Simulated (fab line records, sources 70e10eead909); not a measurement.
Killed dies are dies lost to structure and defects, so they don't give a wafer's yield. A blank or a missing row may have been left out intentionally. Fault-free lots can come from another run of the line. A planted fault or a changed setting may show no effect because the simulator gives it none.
Chamber matching    flow nand_harc    4 sister chambers for NHARC_P_M1_STRIP_18 on rie_diel-07
The step strips in N2/H2. 4 wafers are shown with their chamber, then 12 later ones without.

WAFERS, EACH WITH ITS CHAMBER
wafer   chamber  drypump_motor_current_A (A)
L085.5  1        6.4
L087.1  3        5.2
L087.5  0        5.4
L087.6  2        6.4

WAFERS WHOSE CHAMBER IS MISSING
wafer   drypump_motor_current_A (A)
L089.1  5.2
L089.3  5.4
L089.4  5.5
L093.2  5.1
L093.3  5.5
L093.5  5.5
L095.1  6.3
L095.4  5.2
L095.5  5.2
L096.1  6.4
L096.3  5.2
L096.4  6.4

WHICH CHAMBER EACH ONE RAN IN
wafer   from the rows above      in truth
L089.1  3                        3
L089.3  0                        0
L089.4  0                        0
L093.2  3                        3
L093.3  0                        0
L093.5  0                        0
L095.1  can't be placed: 1 or 2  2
L095.4  3                        3
L095.5  3                        3
L096.1  can't be placed: 1 or 2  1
L096.3  3                        3
L096.4  can't be placed: 1 or 2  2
Placed correctly: 9 of 12. These rows do not allow placing 3 (true chamber among the candidates in 3). Wrongly placed: 0.
How it was worked out, from the rows above alone: a wafer's distance from a chamber is the root of the sum, over the readings, of the square of ((its reading less the chamber's mean) divided by the reading's scatter). If the next closest chamber is less than 2 further off than the closest, the wafer can't be placed; otherwise it belongs to the closest. Each chamber's mean is taken over the wafers shown for it. The scatter: root of mean squared gap, hidden wafer to nearest shown wafer, with one shown wafer a chamber.
